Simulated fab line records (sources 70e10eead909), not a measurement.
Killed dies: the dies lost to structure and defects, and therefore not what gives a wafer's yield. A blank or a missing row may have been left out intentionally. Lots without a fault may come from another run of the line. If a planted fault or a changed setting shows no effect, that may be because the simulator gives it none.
Struck lot and sound lot, side by side + flow nand harc + 24 steps out of a route of 1302
Sound: the wafers L962.2, L962.3, L962.5. Struck: wafer L974.6 (L974.2, L974.5, from the same lot, were not struck and are left out); the cause is given at the end.
Per side, at each step with rows, come the tool, then ch with its chambers, and then its first start. Under that, the readings that differ: sound wafers + struck wafers + difference of the means + sigmas: that difference in standard deviations of wafers without a fault.
alike: same words and numbers on both sides, and readings whose means sit less than 2 such deviations apart. not compared: any withheld reading, any reading some wafer has no value for, any bound like >300 that may hide the same value, and any number with overlapping values for which the record gives no deviation.
Wherever a step has rows on one side only, a row that says differs or no value, or a row with sigmas, the two part there. Non-overlapping numbers with no deviation appear without sigmas and do not part them. A reading that every wafer of one side lacks parts them only if that side has two wafers or more.

NHARC_A_M0_INSPECT_27:
  sound on defect inspect-01 at day 23 12:04; struck on defect inspect-01 at day 27 20:28
  alike: raw defect count
NHARC_A_M0_PRE_CLEAN_31: time 12 s.
  sound on pecvd-01 ch 0,1, day 23 12:33; struck on pecvd-01 ch 2, day 27 20:33
  alike: heater power outer w, heater power w, rf fwd power W
NHARC_A_M0_DEP_32: deposits SiCN, target thk 30 nm.
  sound on pecvd-01 ch 0,1, day 23 12:38; struck on pecvd-01 ch 2, day 27 20:40
  alike: heater power outer w, heater power w, rf fwd power W
then, 8 steps without rows for these wafers: NHARC_A_M1_DEP_00 (deposits SiOC, target thk 182.5 nm); NHARC_A_M1_DEHYDRATE_01 (time 120 s); NHARC_A_M1_HMDS_02 (time 30 s); NHARC_A_M1_COAT_34 (time 65 s); NHARC_A_M1_COAT_03 (resist thk 90 nm); NHARC_A_M1_SOFTBAKE_04 (time 55 s); NHARC_A_M1_EBR_05; NHARC_A_M1_EXPOSE_06 (exposes mask A M1, target cd 120 nm).
NHARC_A_M1_PEB_07: peb time 65 s.
  sound on litho track-01 ch 0, day 23 13:49; struck on litho track-04 ch 0, day 27 21:39
| reading                  | sound             | struck | difference | sigmas |
|--------------------------|-------------------|--------|------------|--------|
| heater power total W (W) | 156.7 157.2 156.1 | 159.7  | +3.0       | +7     |
  alike: resist line temp C
then, 1 step without rows for these wafers: NHARC_A_M1_DEVELOP_08 (develop time 35 s).
NHARC_A_M1_CD_MEAS_09: the cd target is 120 nm.
  sound on cd sem-02 ch 0, day 23 13:53; struck on cd sem-03 ch 0, day 27 21:44
| reading    | sound             | struck | difference | sigmas |
|------------|-------------------|--------|------------|--------|
| cd nm (nm) | 120.8 120.2 120.4 | 119.0  | -1.5       | -3     |
NHARC_A_M1_OVL_MEAS_10: pitch 240 nm.
  sound on overlay-01 at day 23 13:58; struck on overlay-01 at day 27 21:49
  alike: overlay x nm, overlay y nm
NHARC_A_M1_INSPECT_11:
  sound on defect inspect-01 at day 23 14:01; struck on defect inspect-01 at day 27 21:52
  alike: raw defect count
NHARC_A_M1_DESCUM_14: chemistry O2, time 3 s.
  sound on rie diel-12 ch 1,3, day 23 14:05; struck on rie diel-10 ch 3, day 27 21:55
| reading               | sound           | struck | difference | sigmas |
|-----------------------|-----------------|--------|------------|--------|
| model.A_M1.cd nm (nm) | 120.4 120 120.5 | 119.2  | -1.1       |        |
  alike: drypump motor current A, oes product au, rf vpp V, showerhead plenum p Torr, throttle valve pct
  not compared: rf hours counter h
NHARC_A_M1_ETCH_35: etches the open film in N2/H2, target depth 40 nm, overetch 12 nm, time 43.94 s.
  sound on rie diel-12 ch 0,2,3, day 23 14:10; struck on rie diel-10 ch 0, day 27 22:01
  alike: drypump motor current A, oes product au, rf fwd power W, rf vpp V, showerhead plenum p Torr, throttle valve pct
  not compared: rf hours counter h
NHARC_A_M1_ETCH_15: etches the open film in C4F8/Ar, target depth 182.5 nm, time 91.2 s.
  sound: rie diel-12 ch 1,2,3; struck: rie diel-10 ch 3
  alike: oes product au, rf fwd power W, rf vpp V
  not compared: rf hours counter h
NHARC_A_M1_CD_MEAS_16:
  sound on cd sem-03 at day 23 14:23; struck on cd sem-01 at day 27 22:13
  alike: cd nm
NHARC_A_M1_STRIP_18: strips in N2/H2.
  sound on rie diel-10 ch 0,2,3, day 23 14:30; struck on rie diel-12 ch 2, day 27 22:22
  alike: drypump motor current A, oes product au, rf fwd power W, rf vpp V, showerhead plenum p Torr, throttle valve pct
  not compared: rf hours counter h
NHARC_A_M1_ETCH_28: etches the open film in CF4/N2, target depth 30 nm, time 72.99 s.
  sound: rie diel-10 ch 0,2,3; struck: rie diel-12 ch 3
  alike: drypump motor current A, oes product au, rf fwd power W, rf vpp V, showerhead plenum p Torr, throttle valve pct
  not compared: rf hours counter h, model.A_M1.cd nm
then, 1 step without rows for these wafers: NHARC_A_M1_STRIP_19 (strips in post etch residue remover, time 600 s).
NHARC_END_SORT_01:
  sound on prober-01 ch 0, day 25 01:05; struck on prober-02 ch 0, day 29 14:01
| reading             | sound | struck | difference | sigmas |
|---------------------|-------|--------|------------|--------|
| killed at periphery | 2 2 2 | 9      | +7         | +3     |
  alike: defect limited yield, killed at array, killed at other, killed dies, killed open, killed short, sort_bin_2_pct, sort_bin_3_pct, sort_bin_4_pct, sort n pass, sort rim yield pct, sort yield pct

WHERE THEY PART
At NHARC_A_M1_PEB_07 first; at NHARC_END_SORT_01 last (within this record only).

WHY: what had been put in by the simulator
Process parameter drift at NHARC_A_M1_PEB_07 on litho track-04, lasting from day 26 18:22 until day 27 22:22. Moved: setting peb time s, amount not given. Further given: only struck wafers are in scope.
